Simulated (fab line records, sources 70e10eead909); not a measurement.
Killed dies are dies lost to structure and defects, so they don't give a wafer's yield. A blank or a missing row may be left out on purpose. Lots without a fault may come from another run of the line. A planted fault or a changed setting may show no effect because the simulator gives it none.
A struck lot beside a sound one | flow nand_harc | 15 steps out of a route of 1302
Sound: wafers L134.2, L134.4, L134.6. Struck: wafers L130.1, L130.3, L130.6. The cause comes at the end.
At each step with rows: each side's tool, then ch and its chambers, then its first start. Under that, the readings that differ: sound wafers | struck wafers | difference of the means | sigmas: that difference in standard deviations of wafers without a fault.
alike: readings whose means differ by less than 2 such deviations, and words and numbers that are the same on both sides. not compared: withheld readings, readings that some wafer has no value for, bounds like >300 that may hide the same value, and numbers for which the record gives no deviation and whose values overlap.
The two part at a step that has a row with sigmas, a row that says differs or no value, or rows on one side only. Numbers that don't overlap but have no deviation are shown without sigmas and don't part them. A reading that every wafer of one side lacks parts them only if that side has two wafers or more.

NHARC_A_CHANNEL_HOLE_D1_CD_MEAS_30:
  sound on cd_sem-02, day 17 17:22; struck on cd_sem-03, day 16 02:36
  alike: cd_nm
then, 1 step without rows for these wafers: NHARC_A_CHANNEL_HOLE_D1_XSEM_31.
NHARC_A_CHANNEL_HOLE_D1_INSPECT_40:
  sound on defect_inspect-02, day 17 17:32; struck on defect_inspect-01, day 16 02:47
  reading          | sound    | struck      | difference | sigmas
  raw_defect_count | 48 59 45 | 104 109 116 | +59        | +2
then, 2 steps without rows for these wafers: NHARC_A_CHANNEL_FILL_D1_PRECLEAN_00 (cleans in SC1); NHARC_A_CHANNEL_FILL_D1_SRD_01.
NHARC_A_CHANNEL_FILL_D1_ALD_02: deposits SiO2, target thk 6 nm, pulse time 10 s, ald cycles 60.
  sound on ald_hk-02 ch 2,3, day 17 19:32; struck on ald_hk-01 ch 0,1,2, day 16 02:59
  alike: heater_power_w, precursor_pulse_height_rel
NHARC_A_CHANNEL_FILL_D1_ALD_03: deposits SiNx, target thk 6 nm, pulse time 60 s, ald cycles 58.
  sound on ald_sin_batch-03 ch 0; struck on ald_sin_batch-01 ch 0
  alike: precursor_pulse_height_rel
NHARC_A_CHANNEL_FILL_D1_ALD_14: deposits SiO2, target thk 2.5 nm, pulse time 10 s, ald cycles 25.
  sound on ald_hk-02 ch 0,2, day 18 03:01; struck on ald_hk-01 ch 1,2,3, day 16 10:02
  alike: heater_power_w, precursor_pulse_height_rel
NHARC_A_CHANNEL_FILL_D1_ALD_15: deposits SiNx, target thk 2 nm, pulse time 60 s, ald cycles 19.
  sound on ald_sin_batch-01 ch 0, day 18 06:17; struck on ald_sin_batch-01 ch 0
  alike: precursor_pulse_height_rel
then, 3 steps without rows for these wafers: NHARC_A_CHANNEL_FILL_D1_ALD_16 (deposits SiO2, target thk 1.5 nm, pulse time 10 s, ald cycles 15); NHARC_A_CHANNEL_FILL_D1_ANNEAL_17 (time 1800 s); NHARC_A_CHANNEL_FILL_D1_CVD_18 (deposits poly-Si, target thk 3 nm).
NHARC_A_CHANNEL_FILL_D1_ETCHBACK_19: etches the open film in HBr/Cl2, target depth 5 nm, time 1.7 s.
  sound on rie_si-01 ch 1,2, day 18 20:46; struck on rie_si-05 ch 0,2,3, day 17 03:12
  no value came back on the struck wafers for any of 5 readings (bias_w (W), chamber_pressure_mTorr (mTorr) and others); on the sound wafers bias_w (W) reads 99.91 99.83 99.33
  not compared: rf_hours_counter_h
NHARC_A_CHANNEL_FILL_D1_ETCHBACK_20: etches the open film in C4F8/O2/Ar, target depth 27 nm, time 13.5 s.
  sound on rie_diel-05 ch 0,1,3, day 18 20:54; struck on rie_diel-08 ch 0,2,3, day 17 03:21
  alike: bias_w, chamber_pressure_mTorr, oes_product_au, rf_vpp_V
  not compared: rf_hours_counter_h
-- the record jumps here: 15 days lie between the struck wafers' starts before and after (it left off in module A_CHANNEL_FILL_D1 and takes up again in module END, whose first step shown is number 1302 of the route) --
NHARC_END_SORT_01:
  the record has rows for the struck wafers here (prober-01 ch 0, day 31 22:43) and none for the sound ones

WHERE THEY PART
First at NHARC_A_CHANNEL_HOLE_D1_INSPECT_40; last, within this record, at NHARC_END_SORT_01.

WHY: what the simulator had put in
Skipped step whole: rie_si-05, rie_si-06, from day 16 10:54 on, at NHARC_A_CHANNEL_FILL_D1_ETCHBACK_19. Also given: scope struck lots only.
